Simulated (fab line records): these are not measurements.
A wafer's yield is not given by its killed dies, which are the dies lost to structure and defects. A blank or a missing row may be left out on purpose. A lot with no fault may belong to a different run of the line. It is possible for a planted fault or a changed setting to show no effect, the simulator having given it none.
Matching of chambers -- flow n5Finfet -- N5_BEOL_M3_ETCH_69 on rieDiel-03 has 4 sister chambers
The step etches SiARC in CF4, target depth 15.6 nm, time 26 s. 14 wafers are shown with their chamber, then 7 later ones without.

== WAFERS PAIRED WITH THEIR CHAMBERS ==
wafer,chamber,showerheadPlenumPTorr (Torr),throttleValvePct (%),oesProductAu (a.u.)
L328.1,3,2.21,15.80,0.62
L328.3,2,2.12,15.90,0.59
L328.5,3,2.21,15.80,0.61
L333.1,3,2.20,15.83,0.61
L333.4,1,2.18,15.31,0.77
L333.5,2,2.12,15.94,0.58
L334.3,2,2.12,15.94,0.58
L334.4,3,2.20,15.82,0.60
L334.6,1,2.18,15.32,0.77
L343.1,2,2.11,15.47,0.81
L343.3,0,2.18,15.10,0.80
L343.5,0,2.18,15.12,0.80
L344.3,3,2.19,15.90,0.59
L344.5,1,2.17,15.34,0.73

SIGNATURES (means of the wafers above)
reading,chamber 0,chamber 1,chamber 2,chamber 3,scatter within a chamber
showerheadPlenumPTorr,2.1800,2.1767,2.1175,2.2020,0.00649
throttleValvePct,15.1100,15.3233,15.8125,15.8300,0.128
oesProductAu,0.8000,0.7567,0.6400,0.6060,0.0634
Rule: a wafer lies at a distance from a chamber equal to the root of the sum of squares, over the readings, of (its reading less the chamber's mean, divided by the reading's scatter). The wafer belongs to the nearest chamber; if the next one is less than 2 further off, it can't be placed. How the scatter is found: for the shown wafers, subtract from each reading the mean of its chamber, square and add these, divide the total by (wafers less chambers), then take the root.

== WAFERS WHOSE CHAMBER IS MISSING ==
wafer,showerheadPlenumPTorr (Torr),throttleValvePct (%),oesProductAu (a.u.)
L344.6,2.18,15.11,0.80
L346.2,2.19,15.88,0.58
L346.4,2.18,15.11,0.80
L346.6,2.11,15.48,0.81
L345.1,2.17,15.36,0.73
L345.2,2.19,15.89,0.58
L345.3,2.11,15.45,0.79

== EACH ONE'S CHAMBER ==
wafer,from the rows above,in truth
L344.6,can't be placed: 0 or 1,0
L346.2,3,3
L346.4,can't be placed: 0 or 1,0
L346.6,2,2
L345.1,can't be placed: 1 or 0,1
L345.2,3,3
L345.3,2,2
4 of 7 placed correctly. These rows do not allow placing 3 (true chamber among the candidates in 3). Placed wrongly: 0.
